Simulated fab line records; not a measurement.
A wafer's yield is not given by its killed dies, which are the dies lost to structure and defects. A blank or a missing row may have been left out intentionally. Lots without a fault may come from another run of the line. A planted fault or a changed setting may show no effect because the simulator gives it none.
Split-lot experiment	flow n5_finfet	on a route of 1938 steps: 7 lots, 21 wafers read

SPLIT DETAILS
At N5_SD_EPI_P_ETCH_16 (etches SiO2 in CHF3/O2, target depth 5 nm), the setting target_depth_a was moved away from the recipe's 50 angstrom on 5 of the 21 wafers read, by -9.0% to +7.9%. The other wafers ran this setting at the recipe's value.

The reading is taken at the split's own step.

THE READING
etch.depth_nm (the simulator's own value, which no gauge read), in nm, at N5_SD_EPI_P_ETCH_16 (etches SiO2 in CHF3/O2, target depth 5 nm). The file does not state a usual value for it. Average 5.022 nm, standard deviation 0.062 nm, over the 16 wafers here run with the recipe.

wafer	tool, chamber at the split	target_depth_a as run, angstrom	against the recipe	etch.depth_nm, nm	against lot-mates on the recipe
L076.1	rie_diel-01, 1	50	recipe	5.015	-
L076.5	rie_diel-01, 0	50	recipe	4.984	-
L076.6	rie_diel-01, 1	51.83	+3.7%	5.21	+0.211
L078.2	rie_diel-01, 3	50	recipe	4.999	-
L078.3	rie_diel-01, 0	50	recipe	4.883	-
L078.5	rie_diel-01, 3	50	recipe	5.028	-
L087.1	rie_diel-03, 3	50	recipe	5.088	-
L087.5	rie_diel-03, 0	50	recipe	5.038	-
L087.6	rie_diel-03, 3	50	recipe	5.079	-
L088.1	rie_diel-01, 3	50	recipe	5.01	-
L088.3	rie_diel-01, 2	50	recipe	4.992	-
L088.6	rie_diel-01, 0	45.48	-9.0%	4.441	-0.560
L089.4	rie_diel-03, 0	52.38	+4.8%	5.356	+0.196
L089.5	rie_diel-03, 3	50	recipe	5.16	-
L089.6	rie_diel-03, 2	52.38	+4.8%	5.276	+0.116
L091.1	rie_diel-01, 0	53.94	+7.9%	5.257	+0.191
L091.4	rie_diel-01, 3	50	recipe	5.104	-
L091.6	rie_diel-01, 1	50	recipe	5.029	-
L094.2	rie_diel-06, 0	50	recipe	4.955	-
L094.5	rie_diel-06, 1	50	recipe	4.998	-
L094.6	rie_diel-06, 0	50	recipe	4.995	-

FIT RESULTS
A straight line over all 21 wafers: etch.depth_nm changes by +0.0529 nm for each +1% of target_depth_a; r = +0.91; the points scatter about the line by 0.076 nm.
The same after taking each lot's own level away (the mean of its wafers on the recipe; 21 wafers): +0.0446 nm for each +1%; r = +0.92; scatter 0.062 nm.
According to that fit, moving target_depth_a by its largest amount changes the reading by 0.4 nm.
The lots' own levels span 4.9700 to 5.1600 nm, that is 3.1 times the standard deviation above.
So the slope is not independent of the lot-to-lot level: the two fits are not the same.
Check: -0.272 nm against its lot-mates is what the line predicts for one of the wafers moved furthest among these (-9.0%) when that wafer is left out of the fit. It came out at -0.56 nm against them.

OTHER SPLITS ON THESE WAFERS
Before the reading, these wafers also passed through other splits. Each is held against what the fit with the lots' levels taken away leaves over:
other split on the same wafers	wafers away from the commonest value	r with etch.depth_nm (lot level and that fit taken away)
N5_ZERO_LAYER_EXPOSE_08 dose_mj	6	-0.22
N5_WELL_APT_COAT_02 spin_rpm	6	+0.05
N5_PMOS_HMC_CHANNEL_EPI_PEB_07 peb_time_s	8	+0.32
N5_PMOS_HMC_CHANNEL_EPI_DEVELOP_08 develop_time_s	6	+0.16
N5_DUMMY_GATE_COAT_28 spin_rpm	3	-0.05

THE FILE'S OWN FIT
etch.depth_nm changes by +0.0449 nm for each +1% of target_depth_a, r = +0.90.
